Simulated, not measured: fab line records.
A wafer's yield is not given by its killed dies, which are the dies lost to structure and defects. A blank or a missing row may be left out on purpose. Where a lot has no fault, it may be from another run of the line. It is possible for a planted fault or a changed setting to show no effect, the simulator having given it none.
fab line records ; flow n5_finfet
record lots=11; wafers=33; last_day=17
route steps=1938 shown BEOL_M15@1823 MIM_TOP_LITHO@1850 PASSIVATION@1913
lots with no fault: from the same line, run without faults
start_h: hours from the record's first day to the start of the lot's first wafer shown ; wait_h: hours since the lot's step before ; " identical to the entry in the row above ; L1.1+2: one row covering several wafers at once ; - value missing, or start not given ; * or withheld: withheld ; < > ~ a bound
route shown NAME@n: a module of which the file shows steps, and the number in the route of the first ; usual: mean/standard deviation taken from wafers without a fault ; same: alike in all rows ; chamber/n: place in a boat ; sites: readings site by site ; _std_site: the standard deviation of these ; _edge_site: mean of outer sites minus mean of inner sites ; radius_mm: how far each site lies from the wafer's centre ; mask NAME#n: copy n ; behind: the last tool/chamber to shape the wafer ; hold: the reason the lot was held/the length of the hold in hours/how it ended ; device: the n, p or np transistor that did not switch ; end of line: the route-end tests of the same wafers ; a step given without rows: its recipe and nothing more ; killed: not the wafer's yield, but the dies lost to structure and defects at the first sort ; map: per-die view of a wafer (x killed, . not killed, _ where there is no die)
set.NAME: the setting as run; set.NAME@STEP: as run at that earlier step ; model.NAME: the simulator's own value behind a step, which no gauge read
route steps across a sampled set of lots; one table per step, one row per wafer
services: when a tool's chamber went out of use (start_h, in hours from the record's first day, below 0 if earlier), for how many hours, and the reason
## steps
# step N5_BEOL_M15_ANNEAL_48
# recipe temp_c=225; time_s=90; ambient=N2
# usual wafer_temp_C_max=226.2/0.31
lot.wafer;tool;chamber;start_h;wait_h;wafer_temp_C_max
L781.1;rtp_anneal-01;0;230.36;0.3;226.4
L781.3;rtp_anneal-01;0;230.36;0.3;226.2
L781.5;rtp_anneal-01;0;230.36;0.3;226.0
L784.1;rtp_anneal-01;0;253.67;0.2;226.8
L784.4;rtp_anneal-01;0;253.67;0.2;225.7
L784.6;rtp_anneal-01;0;253.67;0.2;226.4
L785.1;rtp_anneal-01;0;271.16;0.2;226.0
L785.2;rtp_anneal-01;0;271.16;0.2;226.0
L785.3;rtp_anneal-01;0;271.16;0.2;225.9
L782.3;rtp_anneal-02;0;271.28;0.2;225.9
L782.5;rtp_anneal-02;0;271.28;0.2;225.9
L782.6;rtp_anneal-02;0;271.28;0.2;225.7
L783.1;rtp_anneal-01;0;282.98;0.3;225.5
L783.4;rtp_anneal-01;0;282.98;0.3;225.9
L783.5;rtp_anneal-01;0;282.98;0.3;226.0
L788.2;rtp_anneal-01;0;318.15;0.2;226.2
L788.4;rtp_anneal-01;0;318.15;0.2;225.9
L788.5;rtp_anneal-01;0;318.15;0.2;226.2
L795.3;rtp_anneal-01;0;346.32;0.5;226.0
L795.4;rtp_anneal-01;0;346.32;0.5;226.2
L795.5;rtp_anneal-01;0;346.32;0.5;226.1
L797.1;rtp_anneal-02;0;362.85;0.4;225.9
L797.2;rtp_anneal-02;0;362.85;0.4;225.7
L797.3;rtp_anneal-02;0;362.85;0.4;225.9
L802.2;rtp_anneal-02;0;394.33;0.2;226.3
L802.4;rtp_anneal-02;0;394.33;0.2;226.3
L802.6;rtp_anneal-02;0;394.33;0.2;226.0
L803.1;rtp_anneal-01;0;396.23;0.5;226.7
L803.2;rtp_anneal-01;0;396.23;0.5;226.9
L803.6;rtp_anneal-01;0;396.23;0.5;226.5
L804.1;rtp_anneal-01;0;396.50;0.4;226.1
L804.2;rtp_anneal-01;0;396.50;0.4;226.3
L804.4;rtp_anneal-01;0;396.50;0.4;226.0
# step N5_BEOL_M15_RS_MEAS_54
# recipe thk_meas_gauge=four-point-probe; reads=Cu_of_BEOL_M15_ECD_47+Ta_of_BEOL_M15_SPUTTER_44+TaN_of_BEOL_M15_SPUTTER_43
# usual M15_RS=0.0216/0.00032
lot.wafer;tool;chamber;start_h;wait_h;M15_RS[ohm/sq]
L781.1;film_metro-01;-;231.08;0.0;0.0216
L781.3;film_metro-01;-;231.08;0.0;0.0216
L781.5;film_metro-01;-;231.08;0.0;0.0214
L784.1;film_metro-02;-;254.61;0.0;0.0217
L784.4;film_metro-02;-;254.61;0.0;0.0219
L784.6;film_metro-02;-;254.61;0.0;0.0210
L785.1;film_metro-01;-;271.88;0.0;0.0214
L785.2;film_metro-01;-;271.88;0.0;0.0217
L785.3;film_metro-01;-;271.88;0.0;0.0221
L782.3;film_metro-01;-;271.91;0.1;0.0223
L782.5;film_metro-01;-;271.91;0.1;0.0222
L782.6;film_metro-01;-;271.91;0.1;0.0214
L783.1;film_metro-01;-;283.70;0.0;0.0213
L783.4;film_metro-01;-;283.70;0.0;0.0217
L783.5;film_metro-01;-;283.70;0.0;0.0215
L788.2;film_metro-01;-;318.83;0.1;0.0218
L788.4;film_metro-01;-;318.83;0.1;0.0213
L788.5;film_metro-01;-;318.83;0.1;0.0215
L795.3;film_metro-02;-;346.95;0.1;0.0218
L795.4;film_metro-02;-;346.95;0.1;0.0211
L795.5;film_metro-02;-;346.95;0.1;0.0217
L797.1;film_metro-02;-;363.58;0.0;0.0215
L797.2;film_metro-02;-;363.58;0.0;0.0222
L797.3;film_metro-02;-;363.58;0.0;0.0215
L802.2;film_metro-01;-;395.01;0.1;0.0212
L802.4;film_metro-01;-;395.01;0.1;0.0218
L802.6;film_metro-01;-;395.01;0.1;0.0216
L803.1;film_metro-01;-;396.95;0.0;0.0221
L803.2;film_metro-01;-;396.95;0.0;0.0214
L803.6;film_metro-01;-;396.95;0.0;0.0218
L804.1;film_metro-02;-;397.22;0.0;0.0219
L804.2;film_metro-02;-;397.22;0.0;0.0219
L804.4;film_metro-02;-;397.22;0.0;0.0215
# step N5_MIM_TOP_LITHO_DESCUM_10
# recipe chemistry=O2; time_s=7.9; source_power_w=50; bias_power_w=20; pressure_mtorr=20; rf_frequency_hz=2.712e+07; temp_c=40; o2_flow_sccm=225
# usual drypump_motor_current_A=5.8/0.37; oes_product_au=0.82/0.094; rf_fwd_power_W=49.67/0.21; rf_vpp_V=243.2/1.1; showerhead_plenum_p_Torr=2.08/0.051; temp_c=39.98/0.11; throttle_valve_pct=20.39/0.23
lot.wafer;tool;chamber;start_h;wait_h;drypump_motor_current_A;oes_product_au;rf_fwd_power_W;rf_hours_counter_h;rf_vpp_V;showerhead_plenum_p_Torr;temp_c;throttle_valve_pct
L781.1;rie_diel-04;2;234.31;0.0;5.2;0.71;49.66;210;241.5;2.06;40.01;20.68
L781.3;rie_diel-04;3;234.31;0.0;6.1;0.93;49.71;18;243.9;2.05;40.01;20.19
L781.5;rie_diel-04;1;234.31;0.0;5.7;0.76;49.96;-;243.7;2.17;40.06;20.65
L784.1;rie_diel-03;3;258.84;0.0;6.2;0.96;49.58;9;241.5;2.05;40.19;20.14
L784.4;rie_diel-03;3;258.84;0.0;6.1;0.96;49.78;-;243.5;2.05;40.03;20.10
L784.6;rie_diel-03;1;258.84;0.0;6.0;0.89;49.51;-;242.2;2.05;39.89;20.39
L785.1;rie_diel-04;2;274.67;0.0;5.1;0.70;49.67;227;244.1;2.06;39.97;20.71
L785.2;rie_diel-04;0;274.67;0.0;5.4;0.97;49.48;4;242.0;2.06;39.82;20.11
L785.3;rie_diel-04;1;274.67;0.0;5.7;0.75;50.05;177;244.6;2.16;40.01;20.69
L782.3;rie_diel-04;2;274.88;0.1;5.2;0.70;49.96;227;242.9;2.06;40.12;20.70
L782.5;rie_diel-04;0;274.88;0.1;5.4;0.96;49.53;-;243.9;2.06;40.13;20.08
L782.6;rie_diel-04;1;274.88;0.1;5.7;0.75;49.82;-;244.8;2.16;40.05;20.67
L783.1;rie_diel-01;3;287.23;0.3;6.1;0.80;49.84;94;243.3;2.11;39.93;20.61
L783.4;rie_diel-01;2;287.23;0.3;5.9;0.72;49.65;186;243.9;2.08;39.90;20.32
L783.5;rie_diel-01;3;287.23;0.3;6.1;0.80;50.00;-;243.9;2.11;39.90;20.60
L788.2;rie_diel-04;3;323.14;0.0;6.1;0.86;49.52;50;243.2;2.04;39.94;20.24
L788.4;rie_diel-04;2;323.14;0.0;5.1;0.69;49.41;243;242.5;2.05;39.91;20.75
L788.5;rie_diel-04;0;323.14;0.0;5.4;0.90;49.06;-;244.1;2.05;39.96;20.11
L795.3;rie_diel-04;3;351.58;0.5;6.0;0.84;49.45;-;240.4;2.04;39.76;20.26
L795.4;rie_diel-04;1;351.58;0.5;5.7;0.72;49.58;-;242.5;2.15;40.07;20.72
L795.5;rie_diel-04;3;351.58;0.5;6.1;0.84;49.40;-;243.3;2.04;39.95;20.25
L797.1;rie_diel-03;0;368.23;0.8;5.5;0.89;49.71;43;244.5;2.13;40.11;20.08
L797.2;rie_diel-03;2;368.23;0.8;5.8;0.66;49.33;249;242.3;2.06;39.98;20.69
L797.3;rie_diel-03;3;368.23;0.8;6.2;0.88;49.96;52;242.8;2.03;40.13;20.18
L802.2;rie_diel-04;3;400.58;0.1;6.1;0.82;50.03;80;242.6;2.03;39.98;20.28
L802.4;rie_diel-04;0;400.58;0.1;5.4;0.86;49.48;45;242.7;2.04;39.97;20.15
L802.6;rie_diel-04;0;400.58;0.1;5.4;0.87;49.55;-;242.6;2.04;39.97;20.15
L803.1;rie_diel-01;2;401.43;0.0;5.9;0.68;49.89;234;243.9;2.06;39.87;20.37
L803.2;rie_diel-01;0;401.43;0.0;6.5;0.77;49.64;118;245.2;2.18;39.97;20.59
L803.6;rie_diel-01;2;401.43;0.0;5.9;0.68;49.81;-;244.4;2.06;39.79;20.36
L804.1;rie_diel-01;1;401.63;0.1;6.6;0.93;49.67;14;243.3;2.04;40.32;20.34
L804.2;rie_diel-01;0;401.63;0.1;6.5;0.77;49.69;118;246.8;2.18;39.99;20.61
L804.4;rie_diel-01;2;401.63;0.1;5.9;0.69;49.62;234;242.9;2.06;39.92;20.37
# step N5_PASSIVATION_CLEAN_69
# recipe chemistry=IPA; time_s=180; temp_c=25
# usual temp_c=25.00/0.099
lot.wafer;tool;chamber;start_h;wait_h;temp_c
L781.1;wet_bench-06;3;239.68;0.0;25.01
L781.3;wet_bench-06;0;239.68;0.0;24.99
L781.5;wet_bench-06;1;239.68;0.0;24.96
L784.1;wet_bench-06;3;264.20;0.0;25.14
L784.4;wet_bench-06;1;264.20;0.0;25.06
L784.6;wet_bench-06;0;264.20;0.0;24.94
L785.1;wet_bench-04;2;279.66;0.0;24.97
L785.2;wet_bench-04;7;279.66;0.0;24.91
L785.3;wet_bench-04;3;279.66;0.0;24.99
L782.3;wet_bench-06;3;282.12;0.0;25.03
L782.5;wet_bench-06;1;282.12;0.0;25.02
L782.6;wet_bench-06;4;282.12;0.0;24.90
L783.1;wet_bench-04;1;295.36;0.0;24.88
L783.4;wet_bench-04;7;295.36;0.0;25.01
L783.5;wet_bench-04;6;295.36;0.0;25.10
L788.2;wet_bench-01;4;329.14;0.0;24.93
L788.4;wet_bench-01;1;329.14;0.0;25.04
L788.5;wet_bench-01;2;329.14;0.0;24.98
L795.3;wet_bench-04;7;358.91;0.0;25.07
L795.4;wet_bench-04;0;358.91;0.0;25.07
L795.5;wet_bench-04;5;358.91;0.0;25.00
L797.1;wet_bench-04;3;374.76;0.0;25.13
L797.2;wet_bench-04;7;374.76;0.0;24.88
L797.3;wet_bench-04;0;374.76;0.0;25.03
L802.2;wet_bench-06;3;405.94;0.0;24.99
L802.4;wet_bench-06;5;405.94;0.0;24.95
L802.6;wet_bench-06;0;405.94;0.0;25.00
L803.1;wet_bench-01;0;406.79;0.0;24.92
L803.2;wet_bench-01;4;406.79;0.0;25.07
L803.6;wet_bench-01;3;406.79;0.0;24.97
L804.1;wet_bench-06;2;407.94;0.0;25.11
L804.2;wet_bench-06;1;407.94;0.0;25.00
L804.4;wet_bench-06;3;407.94;0.0;24.94
# step N5_PASSIVATION_PROBE_49
# usual defect_limited_yield=91.2/1.5; killed_at_M0_to_M3=35/11; killed_at_M4_up=13/5.6; killed_at_contacts=13/6.3; killed_at_front_end=38/12; killed_at_other=3.7/2.9; killed_dies=104/18; killed_open=69/13; killed_short=34/8.3; sort_bin_5_function=5.2/0.95; sort_bin_6_memory=3.3/0.68; sort_n_pass=1076/18; sort_yield_pct=91.2/1.5
# same gross_dies=1180; killed_at_back_side=0; sort_bin_4_leakage[%]=0; sort_bin_8_speed[%]=0
lot.wafer;tool;chamber;start_h;wait_h;defect_limited_yield[%];killed_at_M0_to_M3;killed_at_M4_up;killed_at_contacts;killed_at_front_end;killed_at_other;killed_dies;killed_open;killed_short;sort_bin_5_function[%];sort_bin_6_memory[%];sort_n_pass;sort_yield_pct[%]
L795.3;prober-01;-;362.83;0.1;85.0;27;5;10;25;110;177;49;25;9.6;3.5;1003;85.0
L795.4;prober-01;-;362.88;0.2;87.8;28;3;13;33;67;144;58;25;6.5;4.1;1036;87.8
L795.5;prober-01;-;362.93;0.2;84.0;28;4;0;33;124;189;47;28;9.8;4.3;991;84.0
L797.1;prober-01;-;378.64;0.0;81.8;34;11;15;47;108;215;80;28;10.9;5.4;965;81.8
L797.2;prober-01;-;378.69;0.1;83.2;19;7;19;34;119;198;54;28;11.5;3.6;982;83.2
L797.3;prober-01;-;378.74;0.1;86.9;39;5;29;23;59;155;72;25;7.2;4.3;1025;86.9
# killed by level:class
L795.3 PASSIVATION:unspecified=103 MOL_CONTACT_COAG:geometric_particle:open=6 STI_FIN_REVEAL:geometric_particle:open=5 BEOL_M1:geometric_particle:open=5 BEOL_M3:geometric_particle:open=5 MOL_CONTACT_COAG:geometric_particle:short=4 BEOL_M0_SAQP:geometric_particle:open=4 BEOL_M0:geometric_particle:open=4
L795.4 PASSIVATION:unspecified=61 STI_FIN_REVEAL:geometric_particle:open=10 MOL_CONTACT_COAG:geometric_particle:open=9 BEOL_M0:geometric_particle:open=7 BEOL_M3:geometric_particle:open=7 GATE_CUT:geometric_particle:short=4 BEOL_M2:geometric_particle:open=4 MOL_CONTACT_COAG:geometric_particle:short=4
L795.5 PASSIVATION:unspecified=114 BEOL_M0_SAQP:geometric_particle:short=8 GATE_CUT:geometric_particle:short=7 STI_FIN_REVEAL:geometric_particle:open=6 FIN_SAQP:geometric_particle:short=5 FIN_SAQP:geometric_particle:open=5 DUMMY_GATE:geometric_particle:open=5 BEOL_M0_SAQP:geometric_particle:open=5
L797.1 PASSIVATION:unspecified=106 FIN_SAQP:geometric_particle:open=20 MOL_CONTACT_COAG:geometric_particle:open=12 BEOL_M3:geometric_particle:open=11 BEOL_M0_SAQP:geometric_particle:open=8 BEOL_M4:geometric_particle:open=8 BEOL_M2:geometric_particle:open=6 FIN_SAQP:geometric_particle:short=5
L797.2 PASSIVATION:unspecified=116 MOL_CONTACT_COAG:geometric_particle:open=16 FIN_SAQP:geometric_particle:open=8 BEOL_M2:geometric_particle:open=8 GATE_CUT:geometric_particle:short=7 BEOL_M4:geometric_particle:open=6 GATE_CUT:geometric_particle:open=3 MOL_CONTACT_COAG:geometric_particle:short=3
L797.3 PASSIVATION:unspecified=57 MOL_CONTACT_COAG:geometric_particle:open=22 BEOL_M2:geometric_particle:open=9 MOL_CONTACT_COAG:geometric_particle:short=7 BEOL_M1:geometric_particle:open=7 BEOL_M3:geometric_particle:open=7 BEOL_M0_SAQP:geometric_particle:open=6 STI_FIN_REVEAL:geometric_particle:open=5
## services
tool;chamber;start_h;hours;kind
rie_diel-01;1;228.63;16.2;repair
rie_diel-03;-;239.55;1.0;repair
rie_diel-04;0;244.31;-;clean
rie_diel-04;0;244.31;-;consumable_replace:focus_ring
rie_diel-04;0;244.31;18.2;scheduled_down
rie_diel-04;0;244.31;18.2;vent_cycle
rie_diel-03;1;261.09;19.7;repair
wet_bench-06;-;279.04;1.9;pm
rtp_anneal-01;-;304.29;6.2;pm
rie_diel-03;2;333.64;14.0;repair
rie_diel-01;1;336.70;-;clean
rie_diel-01;1;336.70;-;consumable_replace:focus_ring
rie_diel-04;2;345.36;-;clean
rie_diel-04;2;345.36;-;consumable_replace:focus_ring
rie_diel-04;2;345.36;27.9;scheduled_down
rie_diel-04;2;345.36;27.9;vent_cycle
rie_diel-04;0;346.07;5.5;repair
wet_bench-04;-;347.96;1.9;repair
rie_diel-01;0;350.57;4.9;repair
rie_diel-01;3;365.79;24.3;repair
wet_bench-01;-;369.94;3.2;repair
rie_diel-04;-;378.75;4.3;pm
rie_diel-01;1;381.65;11.7;repair
rie_diel-03;1;393.71;5.3;repair
## key
first_sign step=N5_PASSIVATION_PROBE_49; reading=killed_at_other; direction=up; sigmas=33; usual=3.7; struck=97.8
effect step=N5_PASSIVATION_PROBE_49; reading=killed_dies; direction=up; sigmas=4.3; usual=104; struck=180
more_kills_born_at N5_PASSIVATION_CLEAN_69@wet_bench-04=557
met_at N5_PASSIVATION_CLEAN_69
struck_lots L795,L797
not_acting_at N5_BEOL_M15_ANNEAL_48,N5_BEOL_M15_RS_MEAS_54,N5_MIM_TOP_LITHO_DESCUM_10
onset_between 295.36 358.91
fault kind=chamber_particle_source; tool=wet_bench-04; chamber=-; onset_h=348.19; steps=N5_PASSIVATION_CLEAN_69; rate_per_visit_cm2=0.62821; end_h=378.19
